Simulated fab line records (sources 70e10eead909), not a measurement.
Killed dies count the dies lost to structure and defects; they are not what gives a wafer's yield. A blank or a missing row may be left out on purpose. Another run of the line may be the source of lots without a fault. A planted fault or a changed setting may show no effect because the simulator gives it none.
Matching of chambers / flow nand harc / 4 sister chambers for NHARC_P_ZERO_WELL_ETCH_65 on rie diel-12
The step etches the open film in N2/H2, target depth 80 nm, overetch 24 nm, time 87.88 s. 16 wafers are shown with their chamber, then 8 later ones without.

== WAFERS WITH THEIR CHAMBER ==
wafer=L074.4; chamber=3; drypump motor current A (A)=6.1; rf vpp V (V)=431.5; oes product au (a.u.)=0.994
wafer=L074.5; chamber=2; drypump motor current A (A)=5.8; rf vpp V (V)=428.1; oes product au (a.u.)=1.001
wafer=L074.6; chamber=3; drypump motor current A (A)=6.1; rf vpp V (V)=431.9; oes product au (a.u.)=1.011
wafer=L075.1; chamber=0; drypump motor current A (A)=5.8; rf vpp V (V)=432.2; oes product au (a.u.)=1.013
wafer=L075.5; chamber=3; drypump motor current A (A)=6.1; rf vpp V (V)=432.0; oes product au (a.u.)=1.010
wafer=L075.6; chamber=2; drypump motor current A (A)=5.9; rf vpp V (V)=427.8; oes product au (a.u.)=0.993
wafer=L078.4; chamber=3; drypump motor current A (A)=6.1; rf vpp V (V)=432.3; oes product au (a.u.)=0.990
wafer=L078.5; chamber=3; drypump motor current A (A)=6.1; rf vpp V (V)=434.6; oes product au (a.u.)=0.979
wafer=L078.6; chamber=2; drypump motor current A (A)=5.8; rf vpp V (V)=427.0; oes product au (a.u.)=0.996
wafer=L083.4; chamber=2; drypump motor current A (A)=5.8; rf vpp V (V)=428.0; oes product au (a.u.)=0.993
wafer=L083.5; chamber=0; drypump motor current A (A)=5.9; rf vpp V (V)=432.5; oes product au (a.u.)=1.008
wafer=L083.6; chamber=1; drypump motor current A (A)=6.5; rf vpp V (V)=430.0; oes product au (a.u.)=1.009
wafer=L084.1; chamber=3; drypump motor current A (A)=6.1; rf vpp V (V)=433.2; oes product au (a.u.)=0.987
wafer=L084.2; chamber=0; drypump motor current A (A)=5.8; rf vpp V (V)=433.2; oes product au (a.u.)=1.016
wafer=L084.4; chamber=2; drypump motor current A (A)=5.8; rf vpp V (V)=427.0; oes product au (a.u.)=0.995
wafer=L089.4; chamber=1; drypump motor current A (A)=6.5; rf vpp V (V)=431.7; oes product au (a.u.)=1.005

SIGNATURES, as means of the wafers listed above
reading=drypump motor current A; chamber 0=5.833; chamber 1=6.500; chamber 2=5.820; chamber 3=6.100; scatter within a chamber=0.035
reading=rf vpp V; chamber 0=432.633; chamber 1=430.850; chamber 2=427.580; chamber 3=432.583; scatter within a chamber=0.897
reading=oes product au; chamber 0=1.01233; chamber 1=1.00700; chamber 2=0.99560; chamber 3=0.99517; scatter within a chamber=0.00871
Rule: for each reading, subtract the chamber's mean from the wafer's reading, divide by that reading's scatter and square the result; add these up over the readings and take the root, which gives the wafer's distance from the chamber. The wafer belongs to the nearest chamber; if the next one is less than 2 further off, it can't be placed. The scatter: take each reading less its chamber's mean, square it, sum over the shown wafers, divide by the number of wafers less the number of chambers, and take the root.

== WAFERS WITHOUT THEIR CHAMBER ==
wafer=L089.5; drypump motor current A (A)=6.1; rf vpp V (V)=433.9; oes product au (a.u.)=0.973
wafer=L089.6; drypump motor current A (A)=5.9; rf vpp V (V)=432.4; oes product au (a.u.)=1.006
wafer=L090.1; drypump motor current A (A)=6.1; rf vpp V (V)=432.2; oes product au (a.u.)=0.987
wafer=L090.4; drypump motor current A (A)=6.5; rf vpp V (V)=432.3; oes product au (a.u.)=1.001
wafer=L090.5; drypump motor current A (A)=5.9; rf vpp V (V)=426.4; oes product au (a.u.)=0.999
wafer=L093.1; drypump motor current A (A)=6.1; rf vpp V (V)=432.2; oes product au (a.u.)=0.986
wafer=L093.3; drypump motor current A (A)=6.5; rf vpp V (V)=431.1; oes product au (a.u.)=1.010
wafer=L093.4; drypump motor current A (A)=5.9; rf vpp V (V)=428.4; oes product au (a.u.)=0.994

== THE CHAMBER EACH PASSED THROUGH ==
wafer=L089.5; from the rows above=3; in truth=3
wafer=L089.6; from the rows above=0; in truth=0
wafer=L090.1; from the rows above=3; in truth=3
wafer=L090.4; from the rows above=1; in truth=1
wafer=L090.5; from the rows above=2; in truth=2
wafer=L093.1; from the rows above=3; in truth=3
wafer=L093.3; from the rows above=1; in truth=1
wafer=L093.4; from the rows above=2; in truth=2
Correct placement for 8 of the 8. Left unplaced by these rows: 0. 0 placed wrongly.
